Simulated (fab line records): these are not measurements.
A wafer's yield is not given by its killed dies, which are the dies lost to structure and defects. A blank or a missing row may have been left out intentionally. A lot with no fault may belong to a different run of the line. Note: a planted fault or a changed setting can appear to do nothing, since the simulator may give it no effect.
Matching of chambers ; flow nand_harc ; NHARC_A_M0_STRIP_18 on rie_diel-08: 4 sister chambers
The step strips in N2/H2. 16 wafers are shown with their chamber, then 8 later ones without.

EACH WAFER AND ITS CHAMBER
wafer;chamber;drypump_motor_current_A (A);showerhead_plenum_p_Torr (Torr);throttle_valve_pct (%)
L074.1;3;5.1;2.02;14.171
L074.2;2;6.8;2.19;14.186
L074.4;1;5.5;2.14;14.165
L077.2;2;6.8;2.19;14.167
L077.3;3;5.1;2.02;14.164
L077.6;3;5.1;2.02;14.164
L082.1;2;6.8;2.19;14.175
L082.4;0;5.9;2.15;14.183
L082.6;3;5.1;2.02;14.172
L085.1;2;6.8;2.19;14.178
L085.2;0;5.9;2.14;14.185
L085.3;3;5.0;2.02;14.164
L084.2;0;5.9;2.15;14.173
L084.3;3;5.1;2.02;14.157
L084.5;3;5.1;2.02;14.156
L090.1;2;6.8;2.18;14.180

SIGNATURES (averages over the wafers above)
reading;chamber 0;chamber 1;chamber 2;chamber 3;scatter within a chamber
drypump_motor_current_A;5.900;5.500;6.800;5.086;0.0267
showerhead_plenum_p_Torr;2.1467;2.1400;2.1880;2.0200;0.0035
throttle_valve_pct;14.18033;14.16500;14.17720;14.16400;0.00648
Rule: for each reading, subtract the chamber's mean from the wafer's reading, divide by that reading's scatter and square the result; add these up over the readings and take the root, which gives the wafer's distance from the chamber. The wafer belongs to the nearest chamber; if the next one is less than 2 further off, it can't be placed. The scatter: the root of (the sum of the squares of (reading less its chamber's mean) over the shown wafers, divided by (wafers less chambers)).

WAFERS WITHOUT THEIR CHAMBER
wafer;drypump_motor_current_A (A);showerhead_plenum_p_Torr (Torr);throttle_valve_pct (%)
L090.3;5.9;2.14;14.167
L090.5;5.5;2.13;14.166
L088.4;5.0;2.02;14.168
L088.5;5.9;2.14;14.180
L088.6;5.5;2.13;14.173
L091.3;5.9;2.14;14.191
L091.4;5.6;2.13;14.158
L091.6;5.5;2.13;14.172

WHICH CHAMBER EACH WENT THROUGH
wafer;from the rows above;in truth
L090.3;0;0
L090.5;1;1
L088.4;3;3
L088.5;0;0
L088.6;1;1
L091.3;0;0
L091.4;1;1
L091.6;1;1
Correctly placed: 8 of 8. Left unplaced by these rows: 0. Wrongly placed: 0.
